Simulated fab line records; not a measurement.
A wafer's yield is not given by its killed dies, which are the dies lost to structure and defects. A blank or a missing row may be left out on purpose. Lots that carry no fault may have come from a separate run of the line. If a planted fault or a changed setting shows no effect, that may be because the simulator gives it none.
Lot-split experiment | flow n5Finfet | on a route of 1938 steps: 7 lots, 39 wafers read

## SPLIT DETAILS
At N5_SD_EPI_N_ETCH_35 (etches SOC in N2/H2, overetch 108 nm, time 486 s), the setting timeS was moved away from the recipe's 486 s on 18 of the 39 wafers read, by -22.5% to +17.6%. This setting was run at the recipe's value on the other wafers.

## FROM THE SPLIT TO THE READING: what the file shows between them, 3 steps
- N5_SD_EPI_N_STRIP_36: strips in N2/H2
- N5_SD_EPI_N_ETCHBACK_44: etches SiNx in CH3F/O2, stops on SiO2, target depth 14.5 nm
- N5_SD_EPI_N_ETCH_45: etches SiOCN in CH3F/O2, target depth 6 nm

## THE READING
SiARC_of_SD_EPI_N_COAT_33.thkNm (the simulator's own value, which no gauge read), in nm, at N5_SD_EPI_N_ETCH_16 (etches SiO2 in CHF3/O2, target depth 5 nm). There is no usual value for it anywhere in the file. The 21 wafers here that ran the recipe average 12.4 nm, standard deviation 0.44 nm.

wafer  | tool, chamber at the split | timeS as run, s | against the recipe | SiARC_of_SD_EPI_N_COAT_33.thkNm, nm | against lot-mates on the recipe
L076.1 | rieDiel-01, 2,1            | 486             | recipe             | 12.8                                | -
L076.2 | rieDiel-01, 0              | 486             | recipe             | 12                                  | -
L076.3 | rieDiel-01, 3              | 376.8           | -22.5%             | 16.2                                | +3.7
L076.4 | rieDiel-01, 1              | 376.8           | -22.5%             | 16.2                                | +3.7
L076.5 | rieDiel-01, 0              | 376.8           | -22.5%             | 15.6                                | +3.1
L076.6 | rieDiel-01, 2,1            | 486             | recipe             | 12.6                                | -
L080.1 | rieDiel-06, 1              | 486             | recipe             | 13                                  | -
L080.2 | rieDiel-06, 2              | 571.6           | +17.6%             | 9.2                                 | -3.3
L080.3 | rieDiel-06, 3              | 571.6           | +17.6%             | 9.8                                 | -2.7
L080.4 | rieDiel-06, 0              | 486             | recipe             | 12.2                                | -
L080.5 | rieDiel-06, 2              | 486             | recipe             | 12.2                                | -
L080.6 | rieDiel-06, 3              | 571.6           | +17.6%             | 10                                  | -2.5
L083.1 | rieDiel-01, 1,2,1          | 486             | recipe             | 12.6                                | -
L083.3 | rieDiel-01, 1,2,1          | 486             | recipe             | 12.6                                | -
L083.5 | rieDiel-01, 1,2,1          | 486             | recipe             | 12.6                                | -
L083.2 | rieDiel-01, 0              | 529.1           | +8.9%              | 10.4                                | -2.2
L083.4 | rieDiel-01, 0              | 529.1           | +8.9%              | 10.6                                | -2.0
L083.6 | rieDiel-01, 2              | 529.1           | +8.9%              | 11.4                                | -1.2
L084.1 | rieDiel-02, 2              | 397.2           | -18.3%             | 14.8                                | +1.9
L084.4 | rieDiel-02, 2              | 397.2           | -18.3%             | 14.8                                | +1.9
L084.2 | rieDiel-02, 0              | 486             | recipe             | 12.8                                | -
L084.3 | rieDiel-02, 1              | 397.2           | -18.3%             | 15.8                                | +2.9
L084.5 | rieDiel-02, 1              | 486             | recipe             | 13.2                                | -
L084.6 | rieDiel-02, 0              | 486             | recipe             | 12.6                                | -
L086.1 | rieDiel-01, 3,0            | 486             | recipe             | 11.8                                | -
L086.2 | rieDiel-01, 3,0            | 486             | recipe             | 12                                  | -
L086.4 | rieDiel-01, 2              | 486             | recipe             | 12.6                                | -
L091.1 | rieDiel-02, 3              | 418.7           | -13.8%             | 14.6                                | +2.5
L091.2 | rieDiel-02, 0              | 418.7           | -13.8%             | 14.6                                | +2.5
L091.3 | rieDiel-02, 1              | 486             | recipe             | 13                                  | -
L091.4 | rieDiel-02, 2              | 486             | recipe             | 11.8                                | -
L091.5 | rieDiel-02, 2              | 486             | recipe             | 11.6                                | -
L091.6 | rieDiel-02, 1              | 418.7           | -13.8%             | 15                                  | +2.9
L092.1 | rieDiel-02, 0              | 486             | recipe             | 12.4                                | -
L092.2 | rieDiel-02, 3,1            | 383.6           | -21.1%             | 16                                  | +3.5
L092.6 | rieDiel-02, 3,1            | 383.6           | -21.1%             | 16                                  | +3.5
L092.3 | rieDiel-02, 1              | 486             | recipe             | 13                                  | -
L092.4 | rieDiel-02, 2              | 486             | recipe             | 12                                  | -
L092.5 | rieDiel-02, 0              | 383.6           | -21.1%             | 15.6                                | +3.1
When a row names more than one chamber, that row covers several wafers, and the file does not tell which wafer ran in which chamber.

FIT RESULTS
A straight line over all 39 wafers: SiARC_of_SD_EPI_N_COAT_33.thkNm changes by -0.16 nm for each +1% of timeS; r = -0.98; the points scatter about the line by 0.42 nm.
The same after taking each lot's own level away (the mean of its wafers on the recipe; 39 wafers): -0.159 nm for each +1%; r = -0.97; scatter 0.44 nm.
According to that fit, moving timeS by its largest amount changes the reading by 3.6 nm.
The lots' own levels span 12.13 to 12.87 nm, that is 1.6 times the standard deviation above.
The two slopes agree, so the slope changes little with the lot-to-lot level.
Check: for one of the wafers moved furthest among these (-22.5%), held out of the fit, the line's prediction against its lot-mates is +3.5 nm. It came out at +3.73 nm against them.

## THE WHOLE CHAIN: every reading that the file lists as answering this split, in the file's order
step                | what it does                                     | reading                                                                          | change (the file's fit)               | r (the file's)
N5_SD_EPI_N_ETCH_35 | etches SOC in N2/H2, overetch 108 nm, time 486 s | SiARC_of_SD_EPI_N_COAT_33.thkNm (the simulator's own value, which no gauge read) | -0.153 nm for each +1% of the setting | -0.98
N5_SD_EPI_N_ETCH_16 | etches SiO2 in CHF3/O2, target depth 5 nm        | SiARC_of_SD_EPI_N_COAT_33.thkNm (the simulator's own value, which no gauge read) | -0.158 nm for each +1% of the setting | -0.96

## THE FILE'S OWN FIT
SiARC_of_SD_EPI_N_COAT_33.thkNm changes by -0.158 nm for each +1% of timeS, r = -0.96.
